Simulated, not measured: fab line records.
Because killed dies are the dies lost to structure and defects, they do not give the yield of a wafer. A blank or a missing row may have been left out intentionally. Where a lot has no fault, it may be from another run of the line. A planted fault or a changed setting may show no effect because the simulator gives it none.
The tool behind it: which one? | flow n5-finfet | 72 wafers from 24 lots sampled at 5 of the route's 1938 steps

## WHAT THE GAUGES SHOWED, per wafer
N5_DUMMY_GATE_CD_MEAS_24: target cd 15 nm. Usual: cd-nm 15.0 nm, standard deviation 0.38.
lot  | measured    | on        | cd-nm (nm)     | flag
L074 | day 2 22:05 | cd-sem-02 | 14.9 15.0 14.9 |
L075 | day 3 06:39 | cd-sem-01 | 15.1 15.2 15.4 |
L076 | day 3 21:33 | cd-sem-01 | 14.9 15.4 14.8 |
L077 | day 4 01:35 | cd-sem-01 | 14.4 15.3 15.7 |
L078 | day 4 05:26 | cd-sem-01 | 14.5 14.3 15.2 |
L079 | day 4 09:32 | cd-sem-02 | 15.1 15.8 14.7 |
L080 | day 4 13:23 | cd-sem-03 | 14.6 14.9 15.0 |
L081 | day 4 18:39 | cd-sem-02 | 14.9 15.6 15.0 |
L082 | day 4 22:56 | cd-sem-02 | 15.2 14.7 15.0 |
L083 | day 5 08:27 | cd-sem-03 | 14.6 14.3 14.7 |
L084 | day 5 11:40 | cd-sem-01 | 14.2 15.0 15.0 |
L085 | day 5 20:41 | cd-sem-03 | 14.9 14.8 15.2 |
L086 | day 6 06:09 | cd-sem-02 | 15.4 15.2 15.0 |
L087 | day 6 11:08 | cd-sem-03 | 15.4 15.3 14.8 |
L088 | day 6 17:17 | cd-sem-01 | 15.1 14.6 15.4 |
L089 | day 6 21:09 | cd-sem-03 | 14.3 13.3 15.2 |
L090 | day 7 05:38 | cd-sem-02 | 15.0 14.8 15.0 |
L091 | day 7 12:44 | cd-sem-01 | 15.3 15.2 15.5 |
L092 | day 7 13:30 | cd-sem-01 | 15.3 15.0 14.7 |
L093 | day 7 20:33 | cd-sem-02 | 14.9 15.6 15.1 |
L094 | day 7 22:10 | cd-sem-03 | 15.2 15.2 15.0 |
L095 | day 8 05:19 | cd-sem-01 | 14.7 15.2 15.0 |
L096 | day 8 14:53 | cd-sem-03 | 14.6 15.1 15.3 |
L097 | day 8 16:49 | cd-sem-03 | 15.7 15.2 15.6 |

N5_SD_EPI_N_INSPECT_26: inspects for defects (darkfield). Usual: raw-defect-count 199, standard deviation 37.
lot  | measured    | on                | raw-defect-count | flag
L074 | day 3 04:02 | defect-inspect-02 | 269 244 236      |
L075 | day 3 13:44 | defect-inspect-01 | 299 225 189      |
L076 | day 4 03:13 | defect-inspect-02 | 214 200 196      |
L077 | day 4 08:59 | defect-inspect-01 | 210 192 152      |
L078 | day 4 10:37 | defect-inspect-02 | 161 153 157      |
L079 | day 4 15:02 | defect-inspect-02 | 175 149 178      |
L080 | day 4 19:09 | defect-inspect-01 | 205 195 184      |
L081 | day 5 01:45 | defect-inspect-02 | 160 128 169      |
L082 | day 5 07:21 | defect-inspect-01 | 164 153 180      |
L083 | day 5 15:47 | defect-inspect-02 | 159 229 203      |
L084 | day 5 18:04 | defect-inspect-02 | 189 177 180      |
L085 | day 6 02:27 | defect-inspect-02 | 178 166 198      |
L086 | day 6 14:05 | defect-inspect-01 | 247 222 212      |
L087 | day 6 16:56 | defect-inspect-01 | 216 231 205      |
L088 | day 7 00:02 | defect-inspect-01 | 168 240 219      |
L089 | day 7 04:08 | defect-inspect-02 | 215 145 191      |
L090 | day 7 11:04 | defect-inspect-01 | 176 189 229      |
L091 | day 7 18:44 | defect-inspect-02 | 197 135 228      |
L092 | day 7 19:48 | defect-inspect-02 | 136 177 146      |
L093 | day 8 03:09 | defect-inspect-01 | 197 218 168      |
L094 | day 8 03:54 | defect-inspect-01 | 186 173 243      |
L095 | day 8 10:55 | defect-inspect-02 | 221 221 193      |
L096 | day 8 20:58 | defect-inspect-02 | 159 181 211      |
L097 | day 8 22:20 | defect-inspect-01 | 201 188 271      |

## WHAT TOOL EACH LOT RAN ON (gives the tool, then ch and the chambers of the sampled wafers, and finally the start)
lot  | N5_DUMMY_GATE_ETCH_32           | N5_SD_EPI_N_ETCH_34               | N5_SD_EPI_N_ETCH_16
L074 | rie-si-05 ch 0,3, day 2 21:52   | rie-diel-04 ch 1,2,3, day 2 23:22 | rie-diel-04 ch 1,2,3, day 2 23:56
L075 | rie-si-05 ch 1,2, day 3 06:27   | rie-diel-04 ch 1,2,3, day 3 07:56 | rie-diel-04 ch 1,2,3, day 3 08:31
L076 | rie-si-05 ch 1,2,3, day 3 21:21 | rie-diel-02 ch 0,1, day 3 23:16   | rie-diel-02 ch 0,1, day 3 23:51
L077 | rie-si-01 ch 0,1,2, day 4 01:23 | rie-diel-04 ch 1,2, day 4 02:52   | rie-diel-04 ch 1,2, day 4 03:27
L078 | rie-si-04 ch 2,3, day 4 05:14   | rie-diel-04 ch 0,1, day 4 06:43   | rie-diel-04 ch 0,1, day 4 07:17
L079 | rie-si-04 ch 0,1,3, day 4 09:20 | rie-diel-04 ch 0,1,2, day 4 10:56 | rie-diel-04 ch 0,1,2, day 4 11:31
L080 | rie-si-04 ch 0,1,3, day 4 13:11 | rie-diel-02 ch 1,3, day 4 15:07   | rie-diel-02 ch 1,3, day 4 15:41
L081 | rie-si-04 ch 0,1,2, day 4 18:27 | rie-diel-04 ch 0,2,3, day 4 20:36 | rie-diel-04 ch 0,2,3, day 4 21:11
L082 | rie-si-05 ch 0,2, day 4 22:44   | rie-diel-04 ch 0,1,3, day 5 01:27 | rie-diel-04 ch 0,1,3, day 5 02:02
L083 | rie-si-04 ch 1,2, day 5 08:15   | rie-diel-03 ch 0,1, day 5 11:07   | rie-diel-03 ch 0,1, day 5 11:42
L084 | rie-si-01 ch 0,1,3, day 5 11:28 | rie-diel-04 ch 0,1,2, day 5 13:02 | rie-diel-04 ch 0,1,2, day 5 13:37
L085 | rie-si-01 ch 0,2,3, day 5 20:29 | rie-diel-04 ch 0,3, day 5 22:32   | rie-diel-04 ch 0,3, day 5 23:07
L086 | rie-si-04 ch 1,2,3, day 6 05:57 | rie-diel-04 ch 0,1,2, day 6 08:27 | rie-diel-04 ch 0,1,2, day 6 09:02
L087 | rie-si-01 ch 0,3, day 6 10:56   | rie-diel-03 ch 0,3, day 6 12:43   | rie-diel-03 ch 0,3, day 6 13:17
L088 | rie-si-04 ch 0,1,2, day 6 17:05 | rie-diel-04 ch 0,1,2, day 6 19:23 | rie-diel-04 ch 0,1,2, day 6 19:58
L089 | rie-si-01 ch 0,2, day 6 20:57   | rie-diel-04 ch 1,2,3, day 6 22:35 | rie-diel-04 ch 1,2,3, day 6 23:10
L090 | rie-si-05 ch 0,2, day 7 05:26   | rie-diel-02 ch 1,2,3, day 7 07:10 | rie-diel-02 ch 1,2,3, day 7 07:44
L091 | rie-si-05 ch 1,3, day 7 12:32   | rie-diel-03 ch 0,1,2, day 7 14:09 | rie-diel-03 ch 0,1,2, day 7 14:44
L092 | rie-si-01 ch 0,1,2, day 7 13:18 | rie-diel-02 ch 1,2,3, day 7 14:56 | rie-diel-02 ch 1,2,3, day 7 15:31
L093 | rie-si-01 ch 0,1,3, day 7 20:21 | rie-diel-02 ch 1,2,3, day 7 23:14 | rie-diel-02 ch 1,2,3, day 7 23:49
L094 | rie-si-04 ch 1,2, day 7 21:58   | rie-diel-04 ch 1,2,3, day 7 23:58 | rie-diel-04 ch 1,2,3, day 8 00:33
L095 | rie-si-04 ch 0,1,3, day 8 05:07 | rie-diel-04 ch 1,2, day 8 06:52   | rie-diel-04 ch 1,2, day 8 07:26
L096 | rie-si-05 ch 1,3, day 8 14:41   | rie-diel-04 ch 0,2,3, day 8 16:40 | rie-diel-04 ch 0,2,3, day 8 17:15
L097 | rie-si-01 ch 0,1,2, day 8 16:37 | rie-diel-03 ch 0,1,2, day 8 18:23 | rie-diel-03 ch 0,1,2, day 8 18:58
- N5_DUMMY_GATE_ETCH_32: etches SiO2 in CF4, target depth 3.5 nm, time 3.9 s.
- N5_SD_EPI_N_ETCH_34: etches SiARC in CF4, target depth 45.5 nm, time 75.8 s.
- N5_SD_EPI_N_ETCH_16: etches SiO2 in CHF3/O2, target depth 5 nm.

## WHAT THE TOOLS THEMSELVES READ (means of the sampled wafers that have a number; where no wafer has one, the mark that the record gives instead)
N5_DUMMY_GATE_ETCH_32. Usual: drypump-motor-current-A 5.5 A, standard deviation 0.49; oes-product-au 1.004 a.u., standard deviation 0.025; throttle-valve-pct 21.86 %, standard deviation 0.29.
lot  | tool      | drypump-motor-current-A (A) | oes-product-au (a.u.) | throttle-valve-pct (%) | flag
L074 | rie-si-05 | 5.6                         | 1.019                 | 22.01                  |
L075 | rie-si-05 | 5.9                         | 1.016                 | 21.82                  |
L076 | rie-si-05 | 5.6                         | 0.989                 | 21.77                  |
L077 | rie-si-01 | 5.5                         | 0.985                 | 21.90                  |
L078 | rie-si-04 | 5.1                         | 1.038                 | 21.91                  |
L079 | rie-si-04 | 5.2                         | 1.003                 | 21.93                  |
L080 | rie-si-04 | 5.2                         | 1.002                 | 21.92                  |
L081 | rie-si-04 | 5.2                         | 0.988                 | 21.76                  |
L082 | rie-si-05 | 5.2                         | 1.007                 | 22.13                  |
L083 | rie-si-04 | 4.9                         | 1.000                 | 21.73                  |
L084 | rie-si-01 | 5.9                         | 0.997                 | 21.96                  |
L085 | rie-si-01 | 5.7                         | 1.004                 | 21.65                  |
L086 | rie-si-04 | 5.0                         | 1.013                 | 21.90                  |
L087 | rie-si-01 | 5.9                         | 1.017                 | 21.86                  |
L088 | rie-si-04 | 5.2                         | 0.995                 | 21.77                  |
L089 | rie-si-01 | 5.5                         | 0.993                 | 21.81                  |
L090 | rie-si-05 | 5.5                         | 1.037                 | 22.20                  |
L091 | rie-si-05 | 6.0                         | 1.000                 | 21.65                  |
L092 | rie-si-01 | 5.5                         | 0.985                 | 21.91                  |
L093 | rie-si-01 | 5.9                         | 1.006                 | 21.95                  |
L094 | rie-si-04 | 5.0                         | 1.004                 | 21.73                  |
L095 | rie-si-04 | 5.2                         | 1.004                 | 21.92                  |
L096 | rie-si-05 | 6.0                         | 1.008                 | 21.64                  |
L097 | rie-si-01 | 5.5                         | 0.990                 | 21.92                  |

N5_SD_EPI_N_ETCH_34. Usual: drypump-motor-current-A 6.0 A, standard deviation 0.49; etch-rf-on-time-s 75.8 s, standard deviation 1.9; oes-product-au 0.64 a.u., standard deviation 0.069; rf-vpp-V 183.7 V, standard deviation 1.2; showerhead-plenum-p-Torr 2.12 Torr, standard deviation 0.071; throttle-valve-pct 15.65 %, standard deviation 0.19.
lot  | tool        | drypump-motor-current-A (A) | etch-rf-on-time-s (s) | oes-product-au (a.u.) | rf-vpp-V (V) | showerhead-plenum-p-Torr (Torr) | throttle-valve-pct (%) | flag
L074 | rie-diel-04 | 6.1                         | 76.6                  | 0.60                  | 183.7        | 2.12                            | 15.75                  |
L075 | rie-diel-04 | 6.1                         | 76.0                  | 0.60                  | 183.6        | 2.12                            | 15.77                  |
L076 | rie-diel-02 | 5.9                         | 76.5                  | 0.63                  | 184.3        | 2.16                            | 15.51                  |
L077 | rie-diel-04 | 6.1                         | 74.8                  | 0.61                  | 183.9        | 2.09                            | 15.62                  |
L078 | rie-diel-04 | 6.4                         | 74.7                  | 0.60                  | 183.1        | 2.08                            | 15.68                  |
L079 | rie-diel-04 | 6.2                         | 75.8                  | 0.61                  | 183.1        | 2.06                            | 15.73                  |
L080 | rie-diel-02 | 5.8                         | 74.0                  | 0.65                  | 184.5        | 2.17                            | 15.53                  |
L081 | rie-diel-04 | 6.2                         | 76.3                  | 0.68                  | 183.6        | 2.09                            | 15.72                  |
L082 | rie-diel-04 | 6.5                         | 75.0                  | 0.67                  | 183.2        | 2.11                            | 15.68                  |
L083 | rie-diel-03 | 5.5                         | 74.3                  | 0.68                  | 183.9        | 2.15                            | 15.40                  |
L084 | rie-diel-04 | 6.2                         | 76.5                  | 0.60                  | 183.5        | 2.06                            | 15.76                  |
L085 | rie-diel-04 | 6.5                         | 75.9                  | 0.73                  | 184.2        | 2.14                            | 15.68                  |
L086 | rie-diel-04 | 6.2                         | 76.0                  | 0.59                  | 182.7        | 2.06                            | 15.77                  |
L087 | rie-diel-03 | 5.6                         | 74.3                  | 0.63                  | 183.2        | 2.10                            | 15.60                  |
L088 | rie-diel-04 | 6.2                         | 76.1                  | 0.59                  | 184.1        | 2.05                            | 15.78                  |
L089 | rie-diel-04 | 6.1                         | 76.5                  | 0.65                  | 184.0        | 2.11                            | 15.66                  |
L090 | rie-diel-02 | 5.7                         | 75.7                  | 0.62                  | 184.0        | 2.18                            | 15.69                  |
L091 | rie-diel-03 | 5.4                         | 75.3                  | 0.68                  | 183.4        | 2.15                            | 15.40                  |
L092 | rie-diel-02 | 5.7                         | 74.6                  | 0.62                  | 184.1        | 2.18                            | 15.69                  |
L093 | rie-diel-02 | 5.7                         | 75.0                  | 0.62                  | 185.0        | 2.18                            | 15.70                  |
L094 | rie-diel-04 | 6.1                         | 76.7                  | 0.64                  | 183.7        | 2.11                            | 15.67                  |
L095 | rie-diel-04 | 5.8                         | 77.4                  | 0.59                  | 182.2        | 2.05                            | 15.75                  |
L096 | rie-diel-04 | 6.2                         | 76.0                  | 0.73                  | 184.1        | 2.16                            | 15.63                  |
L097 | rie-diel-03 | 5.4                         | 76.5                  | 0.66                  | 183.7        | 2.15                            | 15.42                  |

N5_SD_EPI_N_ETCH_16. Usual: drypump-motor-current-A 6.0 A, standard deviation 0.5; oes_o_777_au 0.75 a.u., standard deviation 0.079; oes-product-au 0.75 a.u., standard deviation 0.082; rf-vpp-V 528 V, standard deviation 11; showerhead-plenum-p-Torr 2.39 Torr, standard deviation 0.085; throttle-valve-pct 18.94 %, standard deviation 0.2.
lot  | tool        | drypump-motor-current-A (A) | oes_o_777_au (a.u.) | oes-product-au (a.u.) | rf-vpp-V (V) | showerhead-plenum-p-Torr (Torr) | throttle-valve-pct (%) | flag
L074 | rie-diel-04 | 6.1                         | 0.70                | 0.71                  | 526          | 2.39                            | 19.05                  |
L075 | rie-diel-04 | 6.1                         | 0.70                | 0.71                  | 526          | 2.39                            | 19.04                  |
L076 | rie-diel-02 | 5.9                         | 0.73                | 0.74                  | 538          | 2.44                            | 18.78                  |
L077 | rie-diel-04 | 6.1                         | 0.70                | 0.71                  | 516          | 2.35                            | 18.87                  |
L078 | rie-diel-04 | 6.4                         | 0.70                | 0.70                  | 518          | 2.35                            | 18.94                  |
L079 | rie-diel-04 | 6.2                         | 0.71                | 0.70                  | 525          | 2.32                            | 19.00                  |
L080 | rie-diel-02 | 5.8                         | 0.75                | 0.76                  | 534          | 2.45                            | 18.91                  |
L081 | rie-diel-04 | 6.2                         | 0.79                | 0.80                  | 535          | 2.35                            | 19.05                  |
L082 | rie-diel-04 | 6.5                         | 0.78                | 0.79                  | 530          | 2.38                            | 18.99                  |
L083 | rie-diel-03 | 5.5                         | 0.79                | 0.81                  | 527          | 2.41                            | 18.62                  |
L084 | rie-diel-04 | 6.2                         | 0.70                | 0.70                  | 525          | 2.32                            | 19.01                  |
L085 | rie-diel-04 | 6.5                         | 0.84                | 0.86                  | 539          | 2.41                            | 19.04                  |
L086 | rie-diel-04 | 6.2                         | 0.69                | 0.70                  | 525          | 2.31                            | 19.02                  |
L087 | rie-diel-03 | 5.6                         | 0.73                | 0.73                  | 518          | 2.36                            | 18.87                  |
L088 | rie-diel-04 | 6.2                         | 0.69                | 0.69                  | 524          | 2.31                            | 19.03                  |
L089 | rie-diel-04 | 6.1                         | 0.76                | 0.77                  | 526          | 2.38                            | 18.95                  |
L090 | rie-diel-02 | 5.7                         | 0.72                | 0.73                  | 532          | 2.47                            | 19.03                  |
L091 | rie-diel-03 | 5.5                         | 0.80                | 0.81                  | 530          | 2.41                            | 18.64                  |
L092 | rie-diel-02 | 5.7                         | 0.72                | 0.72                  | 532          | 2.47                            | 19.03                  |
L093 | rie-diel-02 | 5.7                         | 0.72                | 0.73                  | 532          | 2.46                            | 19.05                  |
L094 | rie-diel-04 | 6.1                         | 0.74                | 0.76                  | 525          | 2.37                            | 18.96                  |
L095 | rie-diel-04 | 5.8                         | 0.68                | 0.69                  | 521          | 2.31                            | 18.99                  |
L096 | rie-diel-04 | 6.2                         | 0.84                | 0.85                  | 536          | 2.44                            | 18.96                  |
L097 | rie-diel-03 | 5.4                         | 0.78                | 0.79                  | 530          | 2.41                            | 18.66                  |

## THE ANSWER, worked out from the rows above alone
Rule: a lot counts as off when the mean over its wafers that have a number is more than 3 standard deviations away from the usual mean. A lot without any number at a reading at which 4 lots or more have one is off too. Where the step has rows for the other lots, those lots are counted as sound. First the gauges in route order, then the tools' own readings, where a lot's mean is used as printed above. At the first step where some lot is off, the reading lying furthest off is the one used; lots without a number count as furthest.
No lot is off on any of the readings shown, so nothing can be concluded from this.

## WHAT THE SIMULATOR HAD INSERTED
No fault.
